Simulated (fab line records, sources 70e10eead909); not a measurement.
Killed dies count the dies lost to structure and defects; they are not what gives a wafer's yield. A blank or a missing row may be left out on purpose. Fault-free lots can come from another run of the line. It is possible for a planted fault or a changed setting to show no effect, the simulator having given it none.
fab line records | flow nand_harc
record lots=12 | wafers=36 | last_day=33
route steps=1302 shown P_M1@308 THIN_TSV@1276 END@1302
lots with no fault: from the same line, run without faults
start_h: start of the lot's first displayed wafer, in hours after the record's first day | wait_h: time in hours since the lot's previous step | " same as the row above | L1.1+2: several wafers, shown together as one row | - no value, or no start was given | * or withheld: withheld | < > ~ a bound
route shown NAME@n: NAME is a module with steps in the file, n the number in the route of the first one | usual: the fault-free wafers' mean and standard deviation | same: alike in all rows | chamber/n: place in a boat | sites: each site's reading | _std_site: standard deviation of those values | _edge_site: the outer-site mean with the inner-site mean subtracted | radius_mm: for every site, how far away it sits from the centre of the wafer | mask NAME#n: copy n | behind: the most recent tool/chamber to have shaped the wafer | hold: cause of the lot's hold/its duration in hours/its outcome | device: which transistor (n, p or np) failed to switch | end of line: tests of these same wafers at the route's end | for a step that has no rows: nothing shown but its recipe | killed: the dies lost at the first sort to structure and to defects; this is not the yield of the wafer | map: dies across one wafer; x = killed, . = not, _ = none there
set.NAME: the setting as run; set.NAME@STEP: as run at that earlier step | model.NAME: the simulator's own value behind a step, which no gauge read
one table for each step of the route and one row for each wafer, over a sample of lots
services: when a tool's chamber went out of use (start_h, in hours from the record's first day, below 0 if earlier), for how many hours, and the reason
## steps
# step NHARC_P_M1_PVD_21
# recipe target_thk_a=300 | chamber_pressure_pa=5 | power_w=5000 | substrate_temp_c=30 | time_s=20.49 | material=Cu
# usual cathode_dc_power_W=5000.0/0.87 | throttle_valve_pct=29.8/0.92
lot.wafer | tool           | chamber | start_h | wait_h | cathode_dc_power_W | throttle_valve_pct
L676.1    | pvd_sputter-03 | -       | 138.04  | -      | 4999.0             | 30.9
L676.3    | "              | -       | "       | "      | 5001.8             | 30.1
L676.5    | "              | -       | "       | "      | 4999.1             | 29.0
L678.3    | pvd_sputter-03 | -       | 156.46  | -      | 5000.0             | 29.5
L678.2    | "              | -       | "       | "      | 4998.3             | 29.9
L678.6    | "              | -       | "       | "      | 5000.2             | 29.5
L679.3    | pvd_sputter-03 | -       | 165.75  | -      | 4999.5             | 29.9
L679.2    | "              | -       | "       | "      | 4999.5             | 29.0
L679.1    | "              | -       | "       | "      | 5000.1             | 29.2
L680.2    | pvd_sputter-02 | -       | 184.16  | -      | 4999.2             | 29.5
L680.4    | "              | -       | "       | "      | 5000.7             | 28.2
L680.6    | "              | -       | "       | "      | 5001.2             | 29.8
L682.4    | pvd_sputter-03 | -       | 205.13  | -      | 5000.5             | 28.8
L682.1    | "              | -       | "       | "      | 4999.3             | 29.5
L682.6    | "              | -       | "       | "      | 4999.8             | 28.9
L683.3    | pvd_sputter-03 | -       | 206.01  | -      | 5000.7             | 30.9
L683.2    | "              | -       | "       | "      | 5001.5             | 29.8
L683.5    | "              | -       | "       | "      | 4999.1             | 29.2
L684.3    | pvd_sputter-02 | -       | 211.81  | -      | 4998.9             | 27.9
L684.1    | "              | -       | "       | "      | 5000.1             | 29.8
L684.2    | "              | -       | "       | "      | 4998.6             | 29.6
L689.1    | pvd_sputter-02 | -       | 274.20  | -      | 5001.3             | 29.5
L689.4    | "              | -       | "       | "      | 5000.2             | 28.0
L689.5    | "              | -       | "       | "      | 5000.5             | 29.8
L693.2    | pvd_sputter-03 | -       | 311.67  | -      | 5000.7             | 29.3
L693.5    | "              | -       | "       | "      | 5000.0             | 30.6
L693.6    | "              | -       | "       | "      | 5000.4             | 29.4
L696.3    | pvd_sputter-02 | -       | 335.94  | -      | 4999.3             | 31.0
L696.2    | "              | -       | "       | "      | 4998.3             | 31.5
L696.6    | "              | -       | "       | "      | 5000.1             | 31.0
L697.2    | pvd_sputter-01 | -       | 345.71  | -      | 5000.8             | 29.5
L697.3    | "              | -       | "       | "      | 4998.9             | 31.1
L697.5    | "              | -       | "       | "      | 4999.6             | 31.0
L698.3    | pvd_sputter-02 | -       | 357.83  | -      | 5000.4             | 31.1
L698.6    | "              | -       | "       | "      | 5001.2             | 28.6
L698.5    | "              | -       | "       | "      | 4999.8             | 31.4
# step NHARC_THIN_TSV_CMP_21
# recipe t_overpolish_s=30 | target_thk_nm=2000
# usual edge_zone_pressure_frac=1.000/0.0052 | motor_current_A=12.7/1.3 | overpolish_run_s=30.000/0.0087 | slurry_flow_ml_min=150.0/0.46
lot.wafer | tool   | chamber | start_h | wait_h | edge_zone_pressure_frac | motor_current_A | overpolish_run_s | slurry_flow_ml_min
L678.2    | cmp-02 | 2       | 564.97  | -      | 0.998                   | 13.2            | 29.995           | 150.2
L678.3    | "      | 3       | "       | "      | 0.995                   | 11.9            | 30.018           | 149.3
L678.6    | "      | 3       | "       | "      | 0.996                   | 12.4            | 30.016           | 150.2
L676.3    | cmp-02 | 0       | 565.97  | -      | 0.998                   | 11.9            | 30.003           | 149.9
L676.1    | "      | 2       | "       | "      | 0.999                   | 13.4            | 30.007           | 149.7
L676.5    | "      | 0       | "       | "      | 0.994                   | 10.9            | 29.998           | 150.4
L680.4    | cmp-02 | 3       | 585.69  | -      | 0.998                   | 11.7            | 29.992           | 149.7
L680.2    | "      | 1       | "       | "      | 0.993                   | 12.3            | 30.004           | 151.0
L680.6    | "      | 3       | "       | "      | 0.997                   | 12.1            | 29.999           | 149.7
L679.1    | cmp-04 | 0       | 586.81  | -      | 0.998                   | 9.7             | 30.001           | 149.8
L679.3    | "      | 2       | "       | "      | 0.995                   | 12.2            | 29.994           | 150.3
L679.2    | "      | 3       | "       | "      | 1.010                   | 12.2            | 30.003           | 149.9
L683.2    | cmp-03 | 0       | 625.76  | -      | 1.008                   | 12.6            | 30.004           | 150.0
L683.3    | "      | 2       | "       | "      | 1.006                   | 13.2            | 29.996           | 150.3
L683.5    | "      | 0       | "       | "      | 1.000                   | 12.6            | 29.988           | 150.2
L682.4    | cmp-03 | 0       | 627.07  | -      | 1.010                   | 12.5            | 30.008           | 150.3
L682.1    | "      | 1       | "       | "      | 0.999                   | 11.7            | 30.008           | 149.7
L682.6    | "      | 3       | "       | "      | 0.999                   | 13.1            | 29.996           | 150.1
L684.2    | cmp-03 | 0       | 640.57  | -      | 0.997                   | 13.2            | 30.003           | 149.3
L684.3    | "      | 1       | "       | "      | 1.007                   | 12.1            | 29.989           | 149.8
L684.1    | "      | 3       | "       | "      | 0.996                   | 13.2            | 29.997           | 149.6
L689.1    | cmp-03 | 2       | 681.67  | -      | 1.002                   | 14.2            | 29.998           | 149.6
L689.4    | "      | 0       | "       | "      | 0.995                   | 13.0            | 30.000           | 149.6
L689.5    | "      | 2       | "       | "      | 1.007                   | 13.7            | 30.010           | 149.4
L693.2    | cmp-03 | 1       | 739.98  | -      | 0.997                   | 12.0            | 30.007           | 150.8
L693.6    | "      | 3       | "       | "      | 1.002                   | 13.2            | 30.000           | 150.2
L696.3    | cmp-03 | 2       | 751.07  | -      | 0.996                   | 13.2            | 29.995           | 149.9
L696.2    | "      | 3       | "       | "      | 1.000                   | 12.8            | 30.001           | 149.7
L696.6    | "      | 1       | "       | "      | 1.001                   | 12.3            | 30.002           | 150.0
L697.3    | cmp-04 | 0       | 768.22  | -      | 0.993                   | 9.6             | 30.001           | 150.1
L697.2    | "      | 2       | "       | "      | 1.003                   | 12.2            | 30.001           | 149.6
L697.5    | "      | 1       | "       | "      | 0.992                   | 16.1            | 30.004           | 149.7
L698.3    | cmp-04 | 0       | 781.86  | -      | 1.001                   | 9.7             | 30.002           | 150.2
L698.5    | "      | 1       | "       | "      | 0.997                   | 15.9            | 29.990           | 149.7
L698.6    | "      | 2       | "       | "      | 0.994                   | 11.7            | 30.007           | 150.4
# step NHARC_THIN_TSV_DEGAS_53
# recipe temp_c=300 | time_s=60
# usual heater_power_w=445/39
lot.wafer | tool           | chamber | start_h | wait_h | heater_power_w
L678.2    | pvd_sputter-01 | -       | 565.44  | 0.1    | 462
L678.3    | "              | -       | "       | "      | 453
L678.6    | "              | -       | "       | "      | 443
L676.3    | pvd_sputter-03 | -       | 566.39  | 0.1    | 377
L676.1    | "              | -       | "       | "      | 446
L676.5    | "              | -       | "       | "      | 499
L680.4    | pvd_sputter-03 | -       | 586.11  | 0.1    | 429
L680.2    | "              | -       | "       | "      | 434
L680.6    | "              | -       | "       | "      | 441
L679.3    | pvd_sputter-03 | -       | 587.27  | 0.1    | 444
L679.2    | "              | -       | "       | "      | 445
L679.1    | "              | -       | "       | "      | 379
L683.2    | pvd_sputter-02 | -       | 626.19  | 0.1    | 473
L683.3    | "              | -       | "       | "      | 445
L683.5    | "              | -       | "       | "      | 472
L682.4    | pvd_sputter-03 | -       | 627.49  | 0.1    | 492
L682.1    | "              | -       | "       | "      | 442
L682.6    | "              | -       | "       | "      | 391
L684.1    | pvd_sputter-03 | -       | 641.04  | 0.1    | 441
L684.3    | "              | -       | "       | "      | 423
L684.2    | "              | -       | "       | "      | 496
L689.1    | pvd_sputter-03 | -       | 682.13  | 0.1    | 432
L689.4    | "              | -       | "       | "      | 390
L689.5    | "              | -       | "       | "      | 431
L693.2    | pvd_sputter-01 | -       | 740.39  | 0.1    | 444
L693.6    | "              | -       | "       | "      | 456
L696.2    | pvd_sputter-02 | -       | 751.49  | 0.1    | 468
L696.3    | "              | -       | "       | "      | 423
L696.6    | "              | -       | "       | "      | 408
L697.2    | pvd_sputter-03 | -       | 768.70  | 0.1    | 419
L697.3    | "              | -       | "       | "      | 399
L697.5    | "              | -       | "       | "      | 465
L698.3    | pvd_sputter-03 | -       | 782.24  | 0.1    | 491
L698.6    | "              | -       | "       | "      | 382
L698.5    | "              | -       | "       | "      | 500
# step NHARC_THIN_TSV_PRE_CLEAN_54
# recipe time_s=30 | temp_c=280 | gas=H2/He
# usual heater_power_w=391/33
lot.wafer | tool           | chamber | start_h | wait_h | heater_power_w
L678.3    | pvd_sputter-01 | -       | 565.51  | 0.0    | 399
L678.2    | "              | -       | "       | "      | 396
L678.6    | "              | -       | "       | "      | 394
L676.3    | pvd_sputter-03 | -       | 566.48  | 0.1    | 373
L676.1    | "              | -       | "       | "      | 338
L676.5    | "              | -       | "       | "      | 395
L680.4    | pvd_sputter-03 | -       | 586.20  | 0.1    | 425
L680.2    | "              | -       | "       | "      | 388
L680.6    | "              | -       | "       | "      | 437
L679.3    | pvd_sputter-03 | -       | 587.34  | 0.1    | 395
L679.1    | "              | -       | "       | "      | 342
L679.2    | "              | -       | "       | "      | 422
L683.3    | pvd_sputter-02 | -       | 626.27  | 0.1    | 459
L683.2    | "              | -       | "       | "      | 389
L683.5    | "              | -       | "       | "      | 418
L682.1    | pvd_sputter-03 | -       | 627.54  | 0.0    | 342
L682.4    | "              | -       | "       | "      | 368
L682.6    | "              | -       | "       | "      | 443
L684.1    | pvd_sputter-03 | -       | 641.11  | 0.1    | 350
L684.3    | "              | -       | "       | "      | 389
L684.2    | "              | -       | "       | "      | 375
L689.1    | pvd_sputter-03 | -       | 682.20  | 0.1    | 388
L689.4    | "              | -       | "       | "      | 338
L689.5    | "              | -       | "       | "      | 382
L693.2    | pvd_sputter-01 | -       | 740.47  | 0.1    | 415
L693.6    | "              | -       | "       | "      | 408
L696.3    | pvd_sputter-02 | -       | 751.55  | 0.0    | 408
L696.2    | "              | -       | "       | "      | 372
L696.6    | "              | -       | "       | "      | 402
L697.3    | pvd_sputter-03 | -       | 768.84  | 0.1    | 348
L697.2    | "              | -       | "       | "      | 418
L697.5    | "              | -       | "       | "      | 374
L698.3    | pvd_sputter-03 | -       | 782.32  | 0.1    | 412
L698.5    | "              | -       | "       | "      | 344
L698.6    | "              | -       | "       | "      | 423
# step NHARC_END_SORT_01
# recipe temp_c=25
# usual defect_limited_yield=91.4/2.7 | killed_at_array=53/19 | killed_at_other=0.7/1.1 | killed_at_periphery=4.2/2.7 | killed_dies=58/18 | killed_open=3.1/1.9 | killed_short=2.5/1.6 | sort_bin_2_pct=3.0/1.2 | sort_bin_3_pct=0.7/0.41 | sort_bin_4_pct=4.9/1.5 | sort_n_pass=619/18 | sort_rim_yield_pct=90/4.1 | sort_yield_pct=91.4/2.7
# same gross_dies=677 | sort_bin_5_pct[%]=0 | sort_bin_6_pct[%]=0 | sort_bin_7_pct[%]=0 | sort_bin_8_pct[%]=0 | sort_rim_n_gross=106.00
lot.wafer | tool      | chamber | start_h | wait_h | defect_limited_yield[%] | killed_at_array | killed_at_other | killed_at_periphery | killed_dies | killed_open | killed_short | sort_bin_2_pct[%] | sort_bin_3_pct[%] | sort_bin_4_pct[%] | sort_n_pass | sort_rim_yield_pct[%] | sort_yield_pct[%]
L676.1    | prober-01 | 0       | 579.27  | 2.5    | 96.3                    | 22              | 0               | 3                   | 25          | 5           | 6            | 0.9               | 0.1               | 2.7               | 652         | 100                   | 96.3
L676.3    | prober-01 | 0       | 580.86  | 3.1    | 95.9                    | 27              | 0               | 1                   | 28          | 5           | 2            | 0.9               | 0.1               | 3.1               | 649         | 98                    | 95.9
L676.5    | prober-01 | 0       | 582.45  | 3.7    | 95.4                    | 29              | 1               | 1                   | 31          | 3           | 2            | 1.0               | 0                 | 3.5               | 646         | 98                    | 95.4
L680.2    | prober-02 | 0       | 597.11  | 2.8    | 93.1                    | 44              | 1               | 2                   | 47          | 1           | 2            | 2.2               | 0.1               | 4.6               | 630         | 95                    | 93.1
L680.4    | prober-02 | 0       | 598.72  | 3.4    | 94.5                    | 29              | 1               | 7                   | 37          | 3           | 2            | 1.5               | 0.6               | 3.4               | 640         | 97                    | 94.5
L680.6    | prober-02 | 0       | 600.34  | 4.0    | 92.6                    | 45              | 2               | 3                   | 50          | 5           | 5            | 1.6               | 0.3               | 5.5               | 627         | 92                    | 92.6
L682.1    | prober-01 | 0       | 636.34  | 2.5    | 89.2                    | 70              | 0               | 3                   | 73          | 3           | 3            | 3.2               | 1.0               | 6.5               | 604         | 89                    | 89.2
L682.4    | prober-01 | 0       | 638.72  | 3.4    | 88.6                    | 71              | 0               | 6                   | 77          | 1           | 5            | 4.3               | 1.0               | 6.1               | 600         | 80                    | 88.6
L682.6    | prober-01 | 0       | 640.30  | 4.0    | 88.5                    | 77              | 0               | 1                   | 78          | 1           | 4            | 3.5               | 1.3               | 6.6               | 599         | 86                    | 88.5
L683.2    | prober-02 | 0       | 637.17  | 2.8    | 89.8                    | 60              | 1               | 8                   | 69          | 3           | 2            | 3.0               | 0.4               | 6.8               | 608         | 93                    | 89.8
L683.3    | prober-02 | 0       | 637.97  | 3.1    | 92.5                    | 41              | 2               | 8                   | 51          | 0           | 1            | 1.5               | 0.3               | 5.8               | 626         | 87                    | 92.5
L683.5    | prober-02 | 0       | 639.56  | 3.7    | 93.6                    | 31              | 5               | 7                   | 43          | 3           | 2            | 1.8               | 0.3               | 4.3               | 634         | 91                    | 93.6
L689.1    | prober-02 | 0       | 691.34  | 2.5    | 93.2                    | 43              | 0               | 3                   | 46          | 2           | 2            | 2.7               | 0.6               | 3.5               | 631         | 94                    | 93.2
L689.4    | prober-02 | 0       | 693.72  | 3.4    | 92.8                    | 46              | 0               | 3                   | 49          | 2           | 2            | 2.4               | 0.6               | 4.3               | 628         | 93                    | 92.8
L689.5    | prober-02 | 0       | 694.52  | 3.7    | 93.8                    | 41              | 1               | 0                   | 42          | 3           | 2            | 2.2               | 0.6               | 3.4               | 635         | 93                    | 93.8
L693.2    | prober-01 | 0       | 752.90  | 2.8    | 86.0                    | 91              | 0               | 4                   | 95          | 3           | 3            | 5.2               | 1.3               | 7.5               | 582         | 89                    | 86.0
L693.5    | prober-01 | 0       | 755.32  | 3.7    | 0                       | 93              | 0               | 584                 | 677         | 3           | 5            | 90.3              | 1.6               | 8.1               | 0           | 0                     | 0
L693.6    | prober-01 | 0       | 756.12  | 4.0    | 89.1                    | 66              | 0               | 8                   | 74          | 1           | 0            | 4.6               | 1.0               | 5.3               | 603         | 88                    | 89.1
# killed by level:class
L676.1 A_CHANNEL_HOLE_D2:chamber_film_flake=7 A_SGD_CUT:chamber_film_flake=4 A_SOURCE_PLATE:geometric_particle:open=2 A_CHANNEL_FILL_D2:geometric_particle:short=2 A_M0:geometric_particle:short=2 A_CHANNEL_HOLE_D1:chamber_film_flake=2 P_CONTACT:geometric_particle:short=1 P_M0:geometric_particle:open=1
L676.3 A_SGD_CUT:chamber_film_flake=5 A_CHANNEL_HOLE_D2:chamber_film_flake=4 A_STAIRCASE:chamber_film_flake=4 A_CONTACT:chamber_film_flake=3 A_CHANNEL_FILL_D1:geometric_particle:open=2 A_M0:geometric_particle:open=2 A_CHANNEL_HOLE_D1:chamber_film_flake=2 A_CHANNEL_FILL_D1:geometric_particle:short=1
L676.5 A_SGD_CUT:chamber_film_flake=6 A_CONTACT:chamber_film_flake=6 A_CHANNEL_HOLE_D2:chamber_film_flake=5 A_STAIRCASE:chamber_film_flake=4 A_ZERO_WELL:chamber_film_flake=2 A_CHANNEL_FILL_D1:geometric_particle:open=1 A_ONON_D2:geometric_particle:open=1 A_ONON_D2:geometric_particle:short=1
L680.2 A_CHANNEL_HOLE_D2:chamber_film_flake=15 A_CHANNEL_HOLE_D1:chamber_film_flake=12 A_CONTACT:chamber_film_flake=9 A_STAIRCASE:chamber_film_flake=5 A_CHANNEL_FILL_D1:chamber_film_flake=2 P_M0:geometric_particle:open=1 A_CHANNEL_FILL_D2:geometric_particle:short=1 STARTING-WAFER:geometric_particle:short=1
L680.4 A_CHANNEL_HOLE_D2:chamber_film_flake=10 A_CONTACT:chamber_film_flake=7 A_CHANNEL_HOLE_D1:chamber_film_flake=5 A_STAIRCASE:chamber_film_flake=3 P_STI:chamber_film_flake=2 P_GATE:chamber_film_flake=2 P_STI:geometric_particle:open=1 P_CONTACT:geometric_particle:open=1
L680.6 A_CHANNEL_HOLE_D1:chamber_film_flake=13 A_CHANNEL_HOLE_D2:chamber_film_flake=9 A_STAIRCASE:chamber_film_flake=7 A_CONTACT:chamber_film_flake=7 A_CHANNEL_FILL_D2:geometric_particle:short=2 THIN_TSV:chamber_film_flake=2 P_CONTACT:geometric_particle:open=1 P_CONTACT:geometric_particle:short=1
L682.1 A_SLIT:chamber_film_flake=33 A_CHANNEL_HOLE_D2:chamber_film_flake=17 A_CONTACT:chamber_film_flake=8 P_STI:chamber_film_flake=2 A_CHANNEL_HOLE_D1:chamber_film_flake=2 A_STAIRCASE:chamber_film_flake=2 A_ONON_D1:geometric_particle:open=1 A_CHANNEL_FILL_D1:geometric_particle:short=1
L683.2 A_CHANNEL_HOLE_D1:chamber_film_flake=35 A_CHANNEL_HOLE_D2:chamber_film_flake=12 A_CONTACT:chamber_film_flake=6 P_GATE:chamber_film_flake=3 A_SLIT:chamber_film_flake=2 A_WL_FILL:chamber_film_flake=2 P_CONTACT:geometric_particle:open=1 P_M0:geometric_particle:short=1
L683.3 A_CHANNEL_HOLE_D1:chamber_film_flake=21 A_CHANNEL_HOLE_D2:chamber_film_flake=11 P_GATE:chamber_film_flake=4 A_DECK1_JOINT:chamber_film_flake=3 P_ZERO_WELL:chamber_film_flake=2 A_SLIT:chamber_film_flake=2 A_CONTACT:chamber_film_flake=2 THIN_TSV:chamber_film_flake=2
L682.4 A_SLIT:chamber_film_flake=36 A_CHANNEL_HOLE_D2:chamber_film_flake=20 A_CONTACT:chamber_film_flake=5 A_ONON_D2:geometric_particle:short=3 P_BONDPAD:chamber_film_flake=3 A_CHANNEL_FILL_D1:chamber_film_flake=3 A_STAIRCASE:chamber_film_flake=2 P_CONTACT:geometric_particle:open=1
L683.5 A_CHANNEL_HOLE_D1:chamber_film_flake=16 A_CHANNEL_HOLE_D2:chamber_film_flake=9 P_GATE:chamber_film_flake=5 THIN_TSV:chamber_film_flake=5 A_CONTACT:chamber_film_flake=3 P_GATE:geometric_particle:short=1 P_CONTACT:geometric_particle:open=1 A_SOURCE_PLATE:geometric_particle:open=1
L682.6 A_CHANNEL_HOLE_D2:chamber_film_flake=31 A_SLIT:chamber_film_flake=25 A_CHANNEL_HOLE_D1:chamber_film_flake=9 A_CONTACT:chamber_film_flake=3 A_CHANNEL_FILL_D1:geometric_particle:short=2 A_CHANNEL_FILL_D1:chamber_film_flake=2 A_STAIRCASE:chamber_film_flake=2 A_CHANNEL_FILL_D2:geometric_particle:short=1
L689.1 A_CHANNEL_HOLE_D1:chamber_film_flake=30 A_CONTACT:chamber_film_flake=7 P_GATE:geometric_particle:open=2 A_SLIT:chamber_film_flake=2 P_M0:geometric_particle:short=1 A_M0:geometric_particle:short=1 A_STAIRCASE:chamber_film_flake=1 A_DECK1_JOINT:chamber_film_flake=1
L689.4 A_CHANNEL_HOLE_D1:chamber_film_flake=30 A_CONTACT:chamber_film_flake=4 P_M2:chamber_film_flake=2 A_STAIRCASE:chamber_film_flake=2 A_WL_FILL:chamber_film_flake=2 A_DECK1_JOINT:geometric_particle:short=1 A_CHANNEL_FILL_D2:geometric_particle:open=1 A_WL_FILL:geometric_particle:short=1
L689.5 A_CHANNEL_HOLE_D1:chamber_film_flake=29 A_CONTACT:chamber_film_flake=3 A_SOURCE_PLATE:geometric_particle:open=1 A_CHANNEL_FILL_D2:geometric_particle:short=1 A_WL_FILL:geometric_particle:open=1 A_M0:geometric_particle:short=1 A_M1:geometric_particle:open=1 A_SLIT:chamber_film_flake=1
L693.2 A_SLIT:chamber_film_flake=34 A_CHANNEL_HOLE_D1:chamber_film_flake=23 A_CHANNEL_HOLE_D2:chamber_film_flake=22 A_CONTACT:chamber_film_flake=6 P_STI:chamber_film_flake=3 P_GATE:geometric_particle:open=1 A_ONON_D1:geometric_particle:open=1 A_CHANNEL_HOLE_D1:geometric_particle:short=1
L693.5 P_M1:area_pvd=581 A_SLIT:chamber_film_flake=33 A_CHANNEL_HOLE_D1:chamber_film_flake=23 A_CHANNEL_HOLE_D2:chamber_film_flake=22 A_CONTACT:chamber_film_flake=3 A_ONON_D1:geometric_particle:short=2 A_WL_FILL:geometric_particle:short=2 P_STI:chamber_film_flake=2
L693.6 A_CHANNEL_HOLE_D1:chamber_film_flake=32 A_SLIT:chamber_film_flake=15 A_CHANNEL_HOLE_D2:chamber_film_flake=10 A_CONTACT:chamber_film_flake=7 P_STI:chamber_film_flake=6 P_ZERO_WELL:chamber_film_flake=2 A_WL_FILL:geometric_particle:open=1 A_STAIRCASE:chamber_film_flake=1
## services
tool           | chamber | start_h | hours | kind
cmp-03         | -       | 114.70  | 68.4  | repair
pvd_sputter-02 | -       | 154.95  | 3.2   | repair
pvd_sputter-03 | -       | 170.00  | 10.0  | pm
cmp-03         | -       | 197.19  | 4.0   | pm
pvd_sputter-03 | -       | 203.14  | 1.0   | repair
pvd_sputter-02 | -       | 263.14  | 1.9   | repair
pvd_sputter-02 | -       | 282.04  | 10.0  | pm
cmp-03         | -       | 291.87  | 6.8   | repair
pvd_sputter-03 | -       | 348.00  | 10.0  | pm
pvd_sputter-02 | -       | 368.51  | 1.7   | repair
cmp-03         | -       | 387.95  | 1.4   | repair
cmp-03         | -       | 396.69  | 4.0   | pm
pvd_sputter-02 | -       | 460.06  | 10.0  | pm
pvd_sputter-02 | -       | 487.68  | 0.9   | repair
cmp-03         | -       | 494.69  | 4.0   | pm
cmp-03         | -       | 521.19  | 3.1   | repair
pvd_sputter-03 | -       | 526.00  | 10.0  | pm
cmp-03         | -       | 592.69  | 4.0   | pm
cmp-03         | -       | 612.47  | 5.0   | repair
pvd_sputter-02 | -       | 638.06  | 10.0  | pm
pvd_sputter-03 | -       | 678.03  | 1.9   | repair
cmp-03         | -       | 690.69  | 4.0   | pm
pvd_sputter-03 | -       | 704.00  | 10.0  | pm
cmp-03         | -       | 748.04  | 0.8   | repair
## key
first_sign step=NHARC_END_SORT_01 | reading=killed_at_periphery | direction=up | sigmas=99+ | usual=4.2 | struck=584
effect step=NHARC_END_SORT_01 | reading=sort_bin_2_pct | direction=up | sigmas=73 | usual=3.0 | struck=90.3
more_kills_born_at NHARC_P_M1_PVD_21@pvd_sputter-03=581
met_at NHARC_P_M1_PVD_21
struck_lots L693
struck_wafers L693.5
later_rows_left_out L693.5
not_acting_at NHARC_THIN_TSV_CMP_21,NHARC_THIN_TSV_DEGAS_53,NHARC_THIN_TSV_PRE_CLEAN_54
onset_between 206.01 311.67
fault kind=process_parameter_drift | tool=pvd_sputter-03 | chamber=- | onset_h=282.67 | steps=NHARC_P_M1_PVD_21 | channel=target_thk_a | offset=* | shape=step | end_h=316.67 | scope=struck_wafers_only | acts_in=* | stated=*
# later_rows_left_out: the simulator's readings of these wafers behind a module that went badly wrong aren't trusted and aren't shown, but for the sort
